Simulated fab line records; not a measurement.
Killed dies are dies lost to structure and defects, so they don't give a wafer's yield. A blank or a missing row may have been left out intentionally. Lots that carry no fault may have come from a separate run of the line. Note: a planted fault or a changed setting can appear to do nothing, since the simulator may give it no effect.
Matching of chambers -- flow n5_finfet -- N5_BEOL_M7_DEP_56 on pecvd-01: 3 sister chambers
The step deposits SiCN from 3MS/NH3, target thk 10 nm, time 17.5 s. 22 wafers are shown with their chamber, then 11 later ones without.

EACH WAFER AND ITS CHAMBER
wafer,chamber,throttle_valve_pct (%),showerhead_plenum_p_Torr (Torr)
L075.3,1,9.8,3.658
L075.4,0,8.4,3.655
L075.6,1,9.7,3.674
L079.3,0,8.6,3.666
L079.4,0,8.5,3.658
L079.6,1,9.8,3.653
L078.2,2,7.9,3.666
L078.4,2,7.9,3.652
L078.5,0,8.5,3.669
L081.2,2,7.6,3.664
L081.4,2,7.9,3.661
L081.5,0,8.5,3.658
L083.2,1,9.7,3.651
L083.4,1,9.4,3.659
L083.5,0,8.6,3.670
L085.3,0,8.4,3.662
L085.5,2,8.3,3.657
L085.6,0,8.5,3.668
L088.2,1,9.7,3.655
L088.3,2,8.1,3.654
L088.5,1,9.8,3.667
L089.2,0,8.6,3.666

SIGNATURES, as means of the wafers listed above
reading,chamber 0,chamber 1,chamber 2,scatter within a chamber
throttle_valve_pct,8.511,9.700,7.950,0.153
showerhead_plenum_p_Torr,3.66356,3.65957,3.65900,0.00649
Rule: distance of a wafer from a chamber = root of the sum over the readings of ((wafer's reading minus chamber's mean) / reading's scatter) squared. The wafer belongs to the nearest chamber; if the next one is less than 2 further off, it can't be placed. How the scatter is found: for the shown wafers, subtract from each reading the mean of its chamber, square and add these, divide the total by (wafers less chambers), then take the root.

WAFERS WITHOUT THEIR CHAMBER
wafer,throttle_valve_pct (%),showerhead_plenum_p_Torr (Torr)
L089.4,9.7,3.650
L089.6,8.5,3.664
L093.3,9.8,3.657
L093.4,8.2,3.657
L093.5,8.0,3.649
L094.4,8.4,3.660
L094.5,9.9,3.645
L094.6,8.2,3.661
L096.1,9.6,3.645
L096.2,8.6,3.660
L096.3,8.1,3.653

THE CHAMBER EACH PASSED THROUGH
wafer,from the rows above,in truth
L089.4,1,1
L089.6,0,0
L093.3,1,1
L093.4,can't be placed: 2 or 0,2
L093.5,2,2
L094.4,0,0
L094.5,1,1
L094.6,can't be placed: 2 or 0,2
L096.1,1,1
L096.2,0,0
L096.3,can't be placed: 2 or 0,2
Correct placement for 8 of the 11. Unplaceable from these rows: 3, with the true chamber sitting among the candidates in 3. Number placed wrongly: 0.
